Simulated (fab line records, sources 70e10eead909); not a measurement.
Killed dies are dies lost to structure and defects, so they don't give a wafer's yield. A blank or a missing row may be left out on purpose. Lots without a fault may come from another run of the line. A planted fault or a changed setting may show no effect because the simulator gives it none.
Which tool did it? | flow nand_harc | 6 lots, 18 wafers sampled, at 5 steps of a route of 1302

WHAT THE GAUGES READ, wafer by wafer
NHARC_END_SORT_01.
lot  | measured     | on        | killed_at_array
L392 | day 30 22:01 | prober-01 | 669 673 667

WHICH TOOL RAN EACH LOT (tool, then ch and the chambers of the sampled wafers, then the start)
lot  | NHARC_A_CHANNEL_HOLE_D2_ETCH_25  | NHARC_A_CHANNEL_FILL_D2_ALD_02   | NHARC_A_CHANNEL_FILL_D2_ALD_03                 | NHARC_A_CHANNEL_FILL_D2_ALD_16
L379 | har_etch-01 ch 0,1, day 14 08:32 | ald_hk-04 ch 1,2, day 14 11:33   | ald_sin_batch-02 ch 0, day 14 22:50 or earlier | ald_hk-01 ch 0,1, day 14 22:50
L382 | har_etch-02 ch 0,1, day 15 15:52 | ald_hk-04 ch 0,2, day 15 18:52   | ald_sin_batch-01 ch 0, day 16 07:40 or earlier | ald_hk-02 ch 0,2, day 16 07:40
L385 | har_etch-01 ch 0,1, day 17 11:41 | ald_hk-01 ch 0,3, day 17 14:23   | ald_sin_batch-02 ch 0, day 18 02:35 or earlier | ald_hk-01 ch 0,1,2, day 18 02:35
L392 | har_etch-01 ch 0,1, day 19 23:16 | ald_hk-01 ch 0,1,3, day 20 02:22 | ald_sin_batch-02 ch 0, day 20 14:29 or earlier | ald_hk-04 ch 0,2,3, day 20 14:29
L397 | har_etch-02 ch 0,1, day 22 07:28 | ald_hk-02 ch 0,1,2, day 22 10:28 | ald_sin_batch-02 ch 0, day 22 23:22 or earlier | ald_hk-02 ch 1,2,3, day 22 23:22
L398 | har_etch-01 ch 0,1, day 22 15:28 | ald_hk-01 ch 0,1,2, day 22 18:10 | ald_sin_batch-03 ch 0, day 23 04:58 or earlier | ald_hk-04 ch 0,1,3, day 23 04:58
- NHARC_A_CHANNEL_HOLE_D2_ETCH_25: etches the open film in C4F8/O2/Ar, time 1040.2 s, target depth 1500 nm.
- NHARC_A_CHANNEL_FILL_D2_ALD_02: deposits SiO2, target thk 6 nm, pulse time 10 s, ald cycles 60.
- NHARC_A_CHANNEL_FILL_D2_ALD_03: deposits SiNx, target thk 6 nm, pulse time 60 s, ald cycles 58.
- NHARC_A_CHANNEL_FILL_D2_ALD_16: deposits SiO2, target thk 1.5 nm, pulse time 10 s, ald cycles 15.

THE ANSWER, worked out from the rows above alone
Rule: what is usual is taken from the lots themselves. Put in order of their means at a reading, lots are off if they are a third of the lots or fewer, leave a main group of 4 or more, and stand apart from it by a gap of 3 or more times the standard deviation of the main group's means; of several such gaps the widest counts. A main group whose means are all the same, to the digits that the tables above print for the reading, isn't used. A lot without any number at a reading at which 4 lots or more have one is off too. The other lots that the step has rows for count as sound.
No lot is off at any reading shown: from this, nothing can be told.

WHAT THE SIMULATOR HAD PUT IN
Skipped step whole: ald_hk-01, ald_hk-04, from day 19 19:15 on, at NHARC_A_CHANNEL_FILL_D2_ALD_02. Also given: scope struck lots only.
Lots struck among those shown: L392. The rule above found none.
